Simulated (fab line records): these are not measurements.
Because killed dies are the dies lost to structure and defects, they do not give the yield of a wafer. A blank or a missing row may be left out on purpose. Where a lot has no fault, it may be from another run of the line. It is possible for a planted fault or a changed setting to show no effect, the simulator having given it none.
Problem report in the 8D (eight disciplines) form, filled by code + flow n5Finfet + the parts of the form that need people (team, actions taken, sign-off) are left out

1. WHAT IS WRONG
Wafers with no fault read 13 with a standard deviation of 6, whereas killed_at_M4_up at N5_PASSIVATION_PROBE_49 reads a mean of 145 on 1 wafer of 1 lot. Measured from the usual mean, that is +22 standard deviations.
Seen first at day 15 17:46 on prober-01, wafer L879.1. The record holds 30 wafers of 10 lots with a number at this step. The rule behind "out" and "out of limits": a value lying over 4 standard deviations away from the usual mean. All remaining wafers that have a number are taken as sound.

2. WHAT IT IS, AND WHAT IT ISN'T
| question                    | is                                                                                            | is not                                                                                                                                           |
|-----------------------------|-----------------------------------------------------------------------------------------------|--------------------------------------------------------------------------------------------------------------------------------------------------|
| which readings at this step | killed_at_M4_up, defectLimitedYield, killedDies, sort_bin_5_function, sortNPass, sortYieldPct | killed_at_M0_to_M3, killedAtContacts, killedAtFrontEnd, killedAtOther, killedOnRim, killedOpen, killedShort, sort_bin_6_memory, sort_bin_8_speed |
| which lots                  | L879                                                                                          | L867, L868, L869, L870, L871, L876, L878, L885, L889                                                                                             |
| which wafers of those lots  | L879.1                                                                                        | L879.2, L879.6                                                                                                                                   |
| read on which tools         | prober-01                                                                                     | prober-02                                                                                                                                        |
| when                        | from day 15 17:46                                                                             | up to then (21 sound wafers); but 8 sound wafers of L879, L885, L889 came after                                                                  |

3. SUSPECTS, AND WHAT RULES EACH OUT
Counting: if a tool at a process step up to the reading ran every lot that is out, it stays a suspect. Sound lots after the first of them don't rule it out here, since some wafers of a struck lot are sound.
- rieDiel-02 at N5_BEOL_M8_ETCH_72 (etches underlayer in N2/H2, target depth 6.5 nm, time 5.2 s): kept. It processed L879, the lot that is out, at day 12 11:58, and its most recent sound lot before then was L869 at day 10 03:26.
- rieDiel-04 at N5_PASSIVATION_STRIP_14 (strips in O2): kept. It processed L879, the lot that is out, at day 15 11:37, and its most recent sound lot before then was L878 at day 14 15:49.
- prober-01 at N5_PASSIVATION_PROBE_49: kept. It processed L879, the lot that is out, at day 15 17:46, and its most recent sound lot before then was L878 at day 14 22:04. Its own defectLimitedYield, killed_at_M4_up, killedDies, sort_bin_5_function, sortNPass, sortYieldPct readings are out on those wafers.
- In rieDiel-02 at N5_BEOL_M8_ETCH_72, the wafers that are out were processed in chamber 3 and their sound lot-mates in chambers 1, 2.
rieDiel-02 at N5_BEOL_M8_ETCH_72, rieDiel-04 at N5_PASSIVATION_STRIP_14 and prober-01 at N5_PASSIVATION_PROBE_49 are what is left after counting.

4. THE CAUSE (what the simulator had put in)
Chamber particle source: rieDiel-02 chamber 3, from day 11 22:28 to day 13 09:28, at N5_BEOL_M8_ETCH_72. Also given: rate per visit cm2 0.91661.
3 suspects survive the count, and this tool is in that group.

5. THE CHAIN OF EFFECTS, in route order
Each row: a reading where the mean over the struck wafers with a number is more than 3 standard deviations away from the usual. Only readings for which the record gives a usual standard deviation are gone through. hours: the time from each lot's start at the first step in this table that gives one to its start at this step, as a median over the lots. sigmas: the change in usual standard deviations.
| hours | step                    | reading             | usual  | on struck wafers | change | sigmas |
|-------|-------------------------|---------------------|--------|------------------|--------|--------|
| 0     | N5_PASSIVATION_PROBE_49 | defectLimitedYield  | 91.0 % | 81.7             | -9.3   | -6.6   |
| 0     | N5_PASSIVATION_PROBE_49 | killed_at_M4_up     | 13     | 145              | +132   | +22    |
| 0     | N5_PASSIVATION_PROBE_49 | killedDies          | 107    | 216              | +109   | +6.4   |
| 0     | N5_PASSIVATION_PROBE_49 | sort_bin_4_leakage  | 0.00 % | 0.08             | +0.08  | +3.6   |
| 0     | N5_PASSIVATION_PROBE_49 | sort_bin_5_function | 5.3 %  | 12.1             | +6.8   | +7.4   |
| 0     | N5_PASSIVATION_PROBE_49 | sortNPass           | 1073   | 963              | -110   | -6.5   |
| 0     | N5_PASSIVATION_PROBE_49 | sortYieldPct        | 90.9 % | 81.6             | -9.3   | -6.6   |
Here are the process steps it includes:
- N5_PASSIVATION_PROBE_49

6. HOW IT WOULD HAVE BEEN CAUGHT EARLIER
91 hours passed between the start of the fault at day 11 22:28 and the first reading out of limits in this record, taken at day 15 17:46.
Of the tool readings at N5_BEOL_M8_ETCH_72 for which the record gives a usual standard deviation, none was out on any struck wafer, so an alarm limit of 4 standard deviations on them would not have fired.
Each of the lots that are out, 1 in all, had begun N5_BEOL_M8_ETCH_72 on rieDiel-02 no later than day 15 17:46. A hold on the tool at that time would have spared none of them.
